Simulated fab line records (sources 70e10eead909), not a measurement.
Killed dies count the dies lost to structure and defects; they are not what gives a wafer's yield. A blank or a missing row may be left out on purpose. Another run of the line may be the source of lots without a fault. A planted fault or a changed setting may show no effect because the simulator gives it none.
Matching of chambers -- flow nand_harc -- cmp-02 running NHARC_P_BONDPAD_CMP_19: 4 sister chambers
The step polishes, t overpolish 30 s, cu recess touch 16 s, target thk 160.81 nm. 4 wafers are shown with their chamber, then 9 later ones without.

== WAFERS PAIRED WITH THEIR CHAMBERS ==
wafer,chamber,motor_current_A (A)
L081.1,1,11.5
L080.1,3,10.8
L080.3,0,11.1
L080.4,2,13.1

== WAFERS WITHOUT THEIR CHAMBER ==
wafer,motor_current_A (A)
L086.1,10.9
L086.3,10.8
L086.5,13.2
L092.1,10.4
L092.2,13.3
L092.3,11.0
L097.3,10.0
L097.4,11.7
L097.6,10.5

== WHICH CHAMBER EACH ONE RAN IN ==
wafer,from the rows above,in truth
L086.1,can't be placed: 3 or 0 or 1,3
L086.3,can't be placed: 3 or 0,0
L086.5,2,2
L092.1,can't be placed: 3 or 0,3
L092.2,2,2
L092.3,can't be placed: 0 or 3 or 1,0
L097.3,can't be placed: 3 or 0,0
L097.4,can't be placed: 1 or 0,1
L097.6,can't be placed: 3 or 0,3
2 of 9 placed correctly. These rows do not allow placing 7 (true chamber among the candidates in 7). Placed wrongly: 0.
How it was worked out, from the rows above alone: a wafer's distance from a chamber is the root of the sum, over the readings, of the square of ((its reading less the chamber's mean) divided by the reading's scatter). If the next closest chamber is less than 2 further off than the closest, the wafer can't be placed; otherwise it belongs to the closest. Each chamber's mean is taken over the wafers shown for it. The scatter: with one shown wafer a chamber, the root of the mean of the squares of how far each hidden wafer lies from its nearest shown one.
